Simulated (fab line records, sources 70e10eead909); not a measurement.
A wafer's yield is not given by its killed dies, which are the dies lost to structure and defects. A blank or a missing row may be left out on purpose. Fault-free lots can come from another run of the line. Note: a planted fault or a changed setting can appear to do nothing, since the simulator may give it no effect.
fab line records | flow nand_harc
[record] lots = 7 wafers = 21 last_day = 32
route steps=1302 shown A_STAIRCASE@865 END@1302
lots that met no fault: from a run of the same line without faults
start_h: hours from the record's first day to the start of the lot's first wafer shown | wait_h: how many hours have passed since the lot's step before this one | " repeats the value in the row above | L1.1+2: several wafers, shown together as one row | - no value, or no start was given | * or withheld: withheld | < > ~ a bound
route shown NAME@n: NAME is a module with steps in the file, n the number in the route of the first one | usual: mean/standard deviation of fault-free wafers | same: alike in all rows | chamber/n: place in a boat | sites: readings site by site | _std_site: the standard deviation of these | _edge_site: outer sites' mean less inner sites' | radius_mm: for every site, how far away it sits from the centre of the wafer | mask NAME#n: copy n | behind: the tool/chamber that last shaped the wafer | hold: why the lot was held/for how many hours/how that ended | device: names the non-switching transistor (n, p or np) | end of line: tests of these same wafers at the route's end | a step with no rows: only its recipe | killed: dies lost to structure and defects at the first sort, not the wafer's yield | map: a wafer's dies, x killed, . not, _ none there
set.NAME: the setting the step ran with; set.NAME@STEP: the setting that earlier step ran with | model.NAME: the simulator's own value behind a step, which no gauge read
a table for each step, a row for each wafer; lots at some steps of the route
services: the hour from which a tool's chamber was out of use, counted from the record's first day as start_h (under 0 if before that day), plus the number of hours and why
[[steps]]
[step NHARC_A_STAIRCASE_PEB_439]
[recipe] peb_temp_c = 115 peb_time_s = 130
[step NHARC_A_STAIRCASE_DEVELOP_440]
[recipe] time_s = 140
[step NHARC_A_STAIRCASE_HARDBAKE_442]
[recipe] temp_c = 120 time_s = 140
[step NHARC_A_STAIRCASE_DESCUM_443]
[recipe] time_s = 3 o2_flow_sccm = 200 ar_flow_sccm = 0 bias_power_w = 0 chemistry = O2
[usual] drypump_motor_current_A = 5.6/0.4 o2_flow_sccm = 200.1/0.58 oes_product_au = 1.003/0.0086 rf_vpp_V = 57.7/0.93 showerhead_plenum_p_Torr = 1.90/0.093 throttle_valve_pct = 11.312/0.009
// columns lot.wafer tool chamber start_h wait_h drypump_motor_current_A o2_flow_sccm oes_product_au rf_hours_counter_h rf_vpp_V showerhead_plenum_p_Torr throttle_valve_pct
L629.1 rie_diel-13 3 488.03 - 5.7 200.0 1.000 39 57.8 1.87 11.326
L629.5 " 3 " " 5.7 200.4 1.002 - 57.9 1.87 11.315
L629.6 " 0 " " 5.3 200.8 0.986 - 57.1 1.79 11.308
L631.6 rie_diel-05 0 529.56 - 5.6 200.7 1.016 - 60.3 2.05 11.321
L631.4 " 2 " " 6.5 200.2 1.002 - 57.5 1.77 11.312
L631.5 " 3 " " 5.2 200.9 1.013 - 57.8 1.96 11.312
L634.4 rie_diel-13 0 549.18 - 5.3 200.1 0.999 8 57.2 1.78 11.310
L634.3 " 3 " " 5.7 200.7 1.009 6 56.7 1.86 11.319
L634.6 " 0 " " 5.3 200.4 1.003 - 57.2 1.78 11.304
L635.4 rie_diel-13 3 565.61 - 5.7 200.7 1.001 15 56.2 1.86 11.320
L635.2 " 2 " " 5.6 199.1 0.994 13 56.0 1.87 11.307
L635.5 " 0 " " 5.3 200.6 0.986 - 56.9 1.78 11.314
L637.1 rie_diel-13 1 577.58 - 5.5 200.7 1.006 19 57.8 1.83 11.313
L637.4 " 2 " " 5.7 199.6 1.005 19 57.5 1.87 11.328
L637.3 " 3 " " 5.7 200.2 1.020 21 57.3 1.86 11.304
L640.3 rie_diel-01 0 609.30 - 5.4 200.2 1.006 13 57.8 1.90 11.305
L640.5 " 2 " " 6.0 199.7 1.003 - 58.6 2.02 11.311
L640.6 " 3 " " 5.1 200.2 1.000 - 56.2 1.87 11.309
L638.4 rie_diel-13 0 609.46 - 5.3 200.5 1.002 34 58.1 1.77 11.323
L638.1 " 1 " " 5.5 199.7 1.003 30 56.6 1.83 11.318
L638.3 " 2 " " 5.6 200.4 1.009 30 56.8 1.86 11.327
[step NHARC_A_STAIRCASE_ETCH_444]
[recipe] target_depth_a = 2.04e+05 time_s = 6800 c4f8_flow_sccm = 20 o2_flow_sccm = 10 ar_flow_sccm = withheld rf_w = 600 bias_w = 1000 chemistry = C4F8/O2
[usual] oes_product_au = 0.937/0.016 rf_vpp_V = 806/5.3
// columns lot.wafer tool chamber start_h wait_h oes_product_au rf_hours_counter_h rf_vpp_V
L629.1 rie_diel-13 1 492.36 4.3 0.926 51 802
L629.5 " 2 " " 0.935 - 805
L629.6 " 3 " " 0.929 - 804
L631.6 rie_diel-05 3 531.60 2.0 0.933 - 810
L631.4 " 0 " " 0.930 - 813
L631.5 " 2 " " 0.924 - 798
L634.4 rie_diel-13 3 549.27 0.1 0.978 7 804
L634.3 " 2 550.69 1.5 0.985 7 805
L634.6 " 0 " " 0.968 - 800
L635.4 rie_diel-13 3 566.17 0.5 0.961 16 804
L635.2 " 0 " " 0.942 18 800
L635.5 " 3 568.04 2.4 0.957 - 804
L637.4 rie_diel-13 3 577.66 0.1 0.944 22 804
L637.3 " 1 " " 0.929 20 803
L637.1 " 2 " " 0.932 20 805
L638.3 rie_diel-13 0 609.60 0.1 0.919 35 799
L638.4 " 1 " " 0.933 31 803
L638.1 " 3 " " 0.936 35 803
L640.3 rie_diel-01 0 610.12 0.8 0.915 15 805
L640.6 " 3 611.40 2.0 0.923 - 806
L640.5 " 0 " " 0.916 - 808
[step NHARC_A_STAIRCASE_STRIP_446]
[recipe] power_w = 1500 temp_c = 250 chemistry = O2
[usual] drypump_motor_current_A = 6.0/0.4 heater_power_w = 339/24
// columns lot.wafer tool chamber start_h wait_h drypump_motor_current_A heater_power_w rf_hours_counter_h
L629.1 plasma_asher-02 0 495.37 0.1 5.9 305 12
L629.5 " 1 " " 6.3 352 -
L629.6 " 0 " " 5.9 308 -
L631.4 plasma_asher-01 0 535.10 0.1 6.3 327 -
L631.5 " 0 " " 6.3 343 -
L631.6 " 1 " " 5.3 368 -
L634.4 plasma_asher-02 1 553.75 0.1 6.2 349 -
L634.3 " 0 " " 5.9 296 -
L634.6 " 1 " " 6.2 347 -
L635.2 plasma_asher-02 1 570.06 0.0 6.2 358 27
L635.4 " 1 " " 6.3 357 -
L635.5 " 1 " " 6.3 355 -
L637.1 plasma_asher-01 0 582.05 0.1 6.4 339 12
L637.3 " 1 " " 5.3 375 -
L637.4 " 0 " " 6.3 333 -
L638.1 plasma_asher-02 1 613.92 0.0 6.3 358 0
L638.3 " 1 " " 6.3 352 -
L638.4 " 0 " " 5.9 295 -
L640.3 plasma_asher-01 0 614.96 0.1 6.4 338 -
L640.5 " 0 " " 6.3 348 -
L640.6 " 1 " " 5.3 360 -
[step NHARC_A_STAIRCASE_STRIP_447]
[recipe] time_s = 900 temp_c = 130 chemistry = SPM
[step NHARC_A_STAIRCASE_PRECLEAN_448]
[recipe] time_s = * temp_c = 50 bath_age_min = 0 chemistry = SC1
[step NHARC_A_STAIRCASE_SRD_449]
[step NHARC_A_STAIRCASE_CMP_450]
[recipe] target_thk_nm = 200 material = SiO2
[usual] edge_zone_pressure_frac = 1.001/0.0057 motor_current_A = 11.9/1.5
// columns lot.wafer tool chamber start_h wait_h edge_zone_pressure_frac motor_current_A
L629.1 cmp-03 2 496.13 - 1.001 11.0
L629.6 " 2 " " 1.007 10.9
L629.5 " 3 " " 1.005 10.9
L631.4 cmp-01 3 535.85 - 0.999 15.3
L631.5 " 0 " " 0.998 12.8
L631.6 " 1 " " 1.005 13.4
L634.3 cmp-01 2 554.46 - 1.009 10.7
L634.4 " 0 " " 1.002 12.2
L634.6 " 3 " " 1.014 15.0
L635.4 cmp-03 3 570.85 - 0.992 10.4
L635.2 " 2 " " 1.007 10.9
L635.5 " 3 " " 1.004 10.6
L637.1 cmp-02 1 582.81 - 1.006 12.3
L637.4 " 2 " " 0.992 11.5
L637.3 " 3 " " 1.002 12.0
L638.4 cmp-03 0 614.72 - 1.009 10.7
L638.3 " 1 " " 0.997 11.0
L638.1 " 3 " " 1.001 10.7
L640.3 cmp-01 3 615.68 - 0.997 15.1
L640.5 " 3 " " 0.988 14.2
L640.6 " 0 " " 1.008 12.3
[step NHARC_A_STAIRCASE_CMP_152]
[usual] edge_zone_pressure_frac = 1.001/0.0049 motor_current_A = 11.9/1.5
// columns lot.wafer tool chamber start_h wait_h edge_zone_pressure_frac motor_current_A
L629.1 cmp-03 2 496.20 0.1 0.988 10.7
L629.6 " 2 " " 0.990 11.2
L629.5 " 3 " " 0.993 10.5
L631.4 cmp-01 3 535.92 0.1 0.999 14.9
L631.5 " 0 " " 1.004 12.7
L631.6 " 1 " " 1.003 14.0
L634.3 cmp-01 2 554.53 0.1 1.005 10.5
L634.4 " 0 " " 1.004 12.5
L634.6 " 3 " " 1.007 14.8
L635.4 cmp-03 3 570.93 0.1 0.996 10.4
L635.2 " 2 " " 1.003 11.3
L635.5 " 3 " " 0.997 10.6
L637.1 cmp-02 1 582.88 0.1 - -
L637.4 " 2 " " - -
L637.3 " 3 " " - -
L638.4 cmp-03 0 614.80 0.1 - -
L638.3 " 1 " " - -
L638.1 " 3 " " - -
L640.3 cmp-01 3 615.75 0.1 - -
L640.5 " 3 " " - -
L640.6 " 0 " " - -
[step NHARC_END_SORT_01]
[recipe] temp_c = 25
[usual] killed_at_array = 59/24 killed_at_other = 0.7/1.2 killed_at_periphery = 3.5/2.6 killed_dies = 63/24 killed_open = 3.2/2.1 killed_short = 2.4/1.5
[same] gross_dies = 677
// columns lot.wafer tool chamber start_h wait_h killed_at_array killed_at_other killed_at_periphery killed_dies killed_open killed_short
L629.1 prober-01 0 632.15 2.4 47 2 4 53 2 3
L629.5 prober-01 0 635.35 3.7 46 0 1 47 4 3
L629.6 prober-01 0 636.15 4.0 42 2 4 48 6 2
L631.4 prober-01 0 671.11 3.4 61 1 2 64 4 0
L631.5 prober-01 0 671.92 3.8 50 1 5 56 2 2
L631.6 prober-01 0 672.73 4.1 52 1 1 54 1 4
L634.3 prober-01 0 683.05 3.1 80 0 4 84 2 2
L634.4 prober-01 0 683.86 3.4 83 0 3 86 4 2
L634.6 prober-01 0 685.49 4.1 96 0 3 99 1 2
L635.2 prober-02 0 693.81 2.8 27 1 5 33 4 2
L635.4 prober-02 0 695.43 3.5 32 0 2 34 2 2
L635.5 prober-02 0 696.25 3.8 27 2 5 34 1 1
L637.1 prober-01 0 707.84 2.5 670 0 7 677 2 4
L637.3 prober-01 0 709.46 3.1 669 0 8 677 5 3
L637.4 prober-01 0 710.27 3.4 674 0 3 677 1 3
L640.3 prober-01 0 746.83 3.1 675 0 2 677 1 1
L640.5 prober-01 0 748.44 3.7 675 0 2 677 4 3
L640.6 prober-01 0 749.24 4.0 674 0 3 677 2 6
L638.1 prober-02 0 766.60 2.5 676 0 1 677 0 2
L638.3 prober-02 0 768.20 3.1 673 0 4 677 5 1
L638.4 prober-02 0 769.00 3.4 669 0 8 677 4 3
// killed by level:class
L629.1 A_SLIT:chamber_film_flake=22 A_CONTACT:chamber_film_flake=7 A_CHANNEL_HOLE_D2:chamber_film_flake=7 A_CHANNEL_HOLE_D1:chamber_film_flake=6 THIN_TSV:chamber_film_flake=2 P_STI:geometric_particle:open=1 P_GATE:geometric_particle:short=1 P_CONTACT:geometric_particle:short=1
L629.5 A_SLIT:chamber_film_flake=22 A_STAIRCASE:chamber_film_flake=7 A_CHANNEL_HOLE_D2:chamber_film_flake=6 A_CONTACT:chamber_film_flake=4 A_M0:geometric_particle:short=2 P_CONTACT:geometric_particle:open=1 A_ONON_D1:geometric_particle:open=1 A_CHANNEL_HOLE_D1:geometric_particle:open=1
L629.6 A_SLIT:chamber_film_flake=25 A_CHANNEL_HOLE_D2:chamber_film_flake=5 A_CONTACT:chamber_film_flake=4 P_M0:geometric_particle:open=2 P_GATE:geometric_particle:open=1 P_M1:geometric_particle:open=1 A_CHANNEL_FILL_D1:geometric_particle:short=1 A_ONON_D2:geometric_particle:open=1
L631.4 A_CHANNEL_HOLE_D1:chamber_film_flake=35 A_CHANNEL_HOLE_D2:chamber_film_flake=16 A_CONTACT:chamber_film_flake=4 A_DECK1_JOINT:geometric_particle:open=2 A_SLIT:chamber_film_flake=2 P_M0:geometric_particle:open=1 A_CONTACT:geometric_particle:open=1 P_GATE:chamber_film_flake=1
L631.5 A_CHANNEL_HOLE_D1:chamber_film_flake=29 A_CHANNEL_HOLE_D2:chamber_film_flake=12 A_CONTACT:chamber_film_flake=7 P_CONTACT:geometric_particle:short=1 P_CONTACT:geometric_particle:open=1 P_M2:geometric_particle:short=1 A_SOURCE_PLATE:geometric_particle:open=1 P_ZERO_WELL:chamber_film_flake=1
L631.6 A_CHANNEL_HOLE_D1:chamber_film_flake=30 A_CHANNEL_HOLE_D2:chamber_film_flake=13 A_CHANNEL_FILL_D1:geometric_particle:short=3 A_CONTACT:chamber_film_flake=3 P_CONTACT:geometric_particle:open=1 A_ONON_D1:geometric_particle:short=1 A_STAIRCASE:chamber_film_flake=1 A_SLIT:chamber_film_flake=1
L634.3 A_CHANNEL_HOLE_D1:chamber_film_flake=37 A_SLIT:chamber_film_flake=19 A_CHANNEL_HOLE_D2:chamber_film_flake=13 P_STI:chamber_film_flake=3 A_CONTACT:chamber_film_flake=2 A_ONON_D1:geometric_particle:open=1 A_DECK1_JOINT:geometric_particle:short=1 A_WL_FILL:geometric_particle:short=1
L634.4 A_CHANNEL_HOLE_D1:chamber_film_flake=33 A_SLIT:chamber_film_flake=20 A_CHANNEL_HOLE_D2:chamber_film_flake=15 A_CONTACT:chamber_film_flake=4 P_STI:chamber_film_flake=2 A_DECK1_JOINT:chamber_film_flake=2 A_WL_FILL:chamber_film_flake=2 P_CONTACT:geometric_particle:open=1
L634.6 A_CHANNEL_HOLE_D1:chamber_film_flake=35 A_SLIT:chamber_film_flake=32 A_CHANNEL_HOLE_D2:chamber_film_flake=14 A_CONTACT:chamber_film_flake=8 A_WL_FILL:chamber_film_flake=3 P_STI:chamber_film_flake=2 P_M1:geometric_particle:open=1 A_ONON_D1:geometric_particle:short=1
L635.2 A_CHANNEL_HOLE_D1:chamber_film_flake=11 A_CONTACT:chamber_film_flake=8 P_GATE:chamber_film_flake=3 A_SLIT:chamber_film_flake=3 A_SGD_CUT:geometric_particle:open=2 P_CONTACT:geometric_particle:open=1 A_CONTACT:geometric_particle:open=1 A_M0:geometric_particle:short=1
L635.4 A_CHANNEL_HOLE_D1:chamber_film_flake=12 A_CONTACT:chamber_film_flake=10 A_SLIT:chamber_film_flake=3 P_GATE:chamber_film_flake=2 A_STAIRCASE:chamber_film_flake=2 A_ONON_D1:geometric_particle:open=1 A_ONON_D1:geometric_particle:short=1 A_M0:geometric_particle:open=1
L635.5 A_CONTACT:chamber_film_flake=10 A_CHANNEL_HOLE_D1:chamber_film_flake=9 A_STAIRCASE:chamber_film_flake=3 P_GATE:chamber_film_flake=2 A_SLIT:chamber_film_flake=2 THIN_TSV:chamber_film_flake=2 A_ONON_D2:geometric_particle:open=1 A_CONTACT:geometric_particle:short=1
L637.1 A_STAIRCASE:area_cmp=621 A_CHANNEL_HOLE_D2:chamber_film_flake=24 A_CONTACT:chamber_film_flake=9 A_SLIT:chamber_film_flake=4 A_CHANNEL_HOLE_D1:chamber_film_flake=3 A_ONON_D1:geometric_particle:short=2 P_STI:chamber_film_flake=2 P_GATE:chamber_film_flake=2
L637.3 A_STAIRCASE:area_cmp=632 A_CHANNEL_HOLE_D2:chamber_film_flake=18 A_CHANNEL_HOLE_D1:chamber_film_flake=4 P_GATE:chamber_film_flake=3 A_ZERO_WELL:chamber_film_flake=3 A_M0:geometric_particle:open=2 P_ZERO_WELL:chamber_film_flake=2 A_SLIT:chamber_film_flake=2
L637.4 A_STAIRCASE:area_cmp=621 A_CHANNEL_HOLE_D2:chamber_film_flake=27 A_CONTACT:chamber_film_flake=9 A_STAIRCASE:chamber_film_flake=4 A_CHANNEL_HOLE_D1:chamber_film_flake=3 A_SLIT:chamber_film_flake=3 A_CHANNEL_HOLE_D1:geometric_particle:short=1 A_CHANNEL_FILL_D1:geometric_particle:short=1
L640.3 A_STAIRCASE:area_cmp=590 A_CHANNEL_HOLE_D1:chamber_film_flake=36 A_SLIT:chamber_film_flake=25 A_CHANNEL_HOLE_D2:chamber_film_flake=15 A_ZERO_WELL:chamber_film_flake=2 A_DECK1_JOINT:chamber_film_flake=2 A_STAIRCASE:chamber_film_flake=2 P_M0:geometric_particle:open=1
L640.5 A_STAIRCASE:area_cmp=583 A_SLIT:chamber_film_flake=32 A_CHANNEL_HOLE_D1:chamber_film_flake=29 A_CHANNEL_HOLE_D2:chamber_film_flake=18 A_STAIRCASE:chamber_film_flake=3 A_CHANNEL_FILL_D2:geometric_particle:open=2 A_CHANNEL_FILL_D1:chamber_film_flake=2 A_CONTACT:chamber_film_flake=2
L640.6 A_STAIRCASE:area_cmp=571 A_SLIT:chamber_film_flake=35 A_CHANNEL_HOLE_D2:chamber_film_flake=28 A_CHANNEL_HOLE_D1:chamber_film_flake=27 A_CONTACT:chamber_film_flake=3 A_WL_FILL:geometric_particle:short=2 P_GATE:chamber_film_flake=2 P_M0:geometric_particle:short=1
L638.1 A_STAIRCASE:area_cmp=605 A_CHANNEL_HOLE_D1:chamber_film_flake=35 A_CHANNEL_HOLE_D2:chamber_film_flake=21 A_CONTACT:chamber_film_flake=9 A_SLIT:chamber_film_flake=3 A_ONON_D1:geometric_particle:short=1 A_ONON_D2:geometric_particle:short=1 P_ZERO_WELL:chamber_film_flake=1
L638.3 A_STAIRCASE:area_cmp=598 A_CHANNEL_HOLE_D1:chamber_film_flake=38 A_CHANNEL_HOLE_D2:chamber_film_flake=23 A_CONTACT:chamber_film_flake=6 A_SLIT:chamber_film_flake=3 A_BLC:geometric_particle:open=2 P_GATE:chamber_film_flake=2 P_CONTACT:geometric_particle:open=1
L638.4 A_STAIRCASE:area_cmp=594 A_CHANNEL_HOLE_D1:chamber_film_flake=32 A_CHANNEL_HOLE_D2:chamber_film_flake=24 A_CONTACT:chamber_film_flake=12 A_DECK1_JOINT:geometric_particle:short=2 P_STI:chamber_film_flake=2 P_GATE:chamber_film_flake=2 A_SLIT:chamber_film_flake=2
// map L637.1 (x killed, . not)
____________x____________
_________xxxxxxx_________
_______xxxxxxxxxxx_______
______xxxxxxxxxxxxx______
_____xxxxxxxxxxxxxxx_____
____xxxxxxxxxxxxxxxxx____
____xxxxxxxxxxxxxxxxx____
___xxxxxxxxxxxxxxxxxxx___
___xxxxxxxxxxxxxxxxxxx___
__xxxxxxxxxxxxxxxxxxxxx__
__xxxxxxxxxxxxxxxxxxxxx__
_xxxxxxxxxxxxxxxxxxxxxxx_
_xxxxxxxxxxxxxxxxxxxxxxx_
_xxxxxxxxxxxxxxxxxxxxxxx_
_xxxxxxxxxxxxxxxxxxxxxxx_
_xxxxxxxxxxxxxxxxxxxxxxx_
xxxxxxxxxxxxxxxxxxxxxxxxx
xxxxxxxxxxxxxxxxxxxxxxxxx
xxxxxxxxxxxxxxxxxxxxxxxxx
xxxxxxxxxxxxxxxxxxxxxxxxx
xxxxxxxxxxxxxxxxxxxxxxxxx
_xxxxxxxxxxxxxxxxxxxxxxx_
_xxxxxxxxxxxxxxxxxxxxxxx_
_xxxxxxxxxxxxxxxxxxxxxxx_
_xxxxxxxxxxxxxxxxxxxxxxx_
_xxxxxxxxxxxxxxxxxxxxxxx_
__xxxxxxxxxxxxxxxxxxxxx__
__xxxxxxxxxxxxxxxxxxxxx__
___xxxxxxxxxxxxxxxxxxx___
___xxxxxxxxxxxxxxxxxxx___
____xxxxxxxxxxxxxxxxx____
____xxxxxxxxxxxxxxxxx____
_____xxxxxxxxxxxxxxx_____
______xxxxxxxxxxxxx______
_______xxxxxxxxxxx_______
_________xxxxxxx_________
____________x____________
// map L638.1 (x killed, . not)
____________x____________
_________xxxxxxx_________
_______xxxxxxxxxxx_______
______xxxxxxxxxxxxx______
_____xxxxxxxxxxxxxxx_____
____xxxxxxxxxxxxxxxxx____
____xxxxxxxxxxxxxxxxx____
___xxxxxxxxxxxxxxxxxxx___
___xxxxxxxxxxxxxxxxxxx___
__xxxxxxxxxxxxxxxxxxxxx__
__xxxxxxxxxxxxxxxxxxxxx__
_xxxxxxxxxxxxxxxxxxxxxxx_
_xxxxxxxxxxxxxxxxxxxxxxx_
_xxxxxxxxxxxxxxxxxxxxxxx_
_xxxxxxxxxxxxxxxxxxxxxxx_
_xxxxxxxxxxxxxxxxxxxxxxx_
xxxxxxxxxxxxxxxxxxxxxxxxx
xxxxxxxxxxxxxxxxxxxxxxxxx
xxxxxxxxxxxxxxxxxxxxxxxxx
xxxxxxxxxxxxxxxxxxxxxxxxx
xxxxxxxxxxxxxxxxxxxxxxxxx
_xxxxxxxxxxxxxxxxxxxxxxx_
_xxxxxxxxxxxxxxxxxxxxxxx_
_xxxxxxxxxxxxxxxxxxxxxxx_
_xxxxxxxxxxxxxxxxxxxxxxx_
_xxxxxxxxxxxxxxxxxxxxxxx_
__xxxxxxxxxxxxxxxxxxxxx__
__xxxxxxxxxxxxxxxxxxxxx__
___xxxxxxxxxxxxxxxxxxx___
___xxxxxxxxxxxxxxxxxxx___
____xxxxxxxxxxxxxxxxx____
____xxxxxxxxxxxxxxxxx____
_____xxxxxxxxxxxxxxx_____
______xxxxxxxxxxxxx______
_______xxxxxxxxxxx_______
_________xxxxxxx_________
____________x____________
[[services]]
// columns tool chamber start_h hours kind
cmp-03 - 464.32 5.9 repair
rie_diel-13 0 473.83 - clean
rie_diel-13 1 473.83 - clean
rie_diel-13 2 473.83 - clean
cmp-01 - 479.59 4.0 pm
cmp-03 - 488.66 3.9 repair
rie_diel-13 0 499.96 6.0 repair
plasma_asher-02 - 509.83 4.7 repair
plasma_asher-01 - 519.00 9.0 pm
rie_diel-05 3 519.22 5.4 repair
rie_diel-13 - 520.19 9.0 pm
cmp-02 - 533.89 4.0 pm
cmp-02 - 544.12 1.1 repair
cmp-03 - 554.00 4.0 pm
rie_diel-01 - 557.95 9.0 pm
cmp-02 - 561.45 2.2 repair
cmp-03 - 562.00 1.2 repair
cmp-02 - 568.09 1.3 repair
cmp-01 - 577.59 4.0 pm
cmp-02 - 577.78 2.5 repair
rie_diel-05 - 583.68 9.0 pm
rie_diel-01 3 587.32 13.6 repair
plasma_asher-02 - 603.24 9.0 pm
rie_diel-01 1 607.46 7.0 repair
[[key]]
[first_sign] step = NHARC_A_STAIRCASE_CMP_152 reading = tool_record direction = missing
[effect] step = NHARC_END_SORT_01 reading = killed_at_array direction = up sigmas = 26 usual = 59 struck = 673
[more_kills_born_at] NHARC_A_STAIRCASE_CMP_152@cmp-02 = 1874 NHARC_A_STAIRCASE_CMP_152@cmp-03 = 1797 NHARC_A_STAIRCASE_CMP_152@cmp-01 = 1744
met_at NHARC_A_STAIRCASE_CMP_152
struck_wafers L637.1,L637.3,L637.4,L638.1,L638.3,L638.4,L640.3,L640.5,L640.6
later_rows_left_out L637.1,L637.3,L637.4,L638.1,L638.3,L638.4,L640.3,L640.5,L640.6
tester_left_out L637,L638,L640
onset_between 570.93 582.88
[fault] kind = skipped_step_whole tool = cmp-01,cmp-02,cmp-03 chamber = - onset_h = 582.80 steps = NHARC_A_STAIRCASE_CMP_152 scope = struck_lots_only
// tester_left_out: of these lots the tester's yield and bins aren't shown, on N5 and GAA mostly nor the transistor test; their killed dies are dies lost to structure and defects alone, not to doping, threshold or leakage, so they don't give the yield
// later_rows_left_out: the simulator's readings of these wafers behind a module that went badly wrong aren't trusted and aren't shown, but for the sort
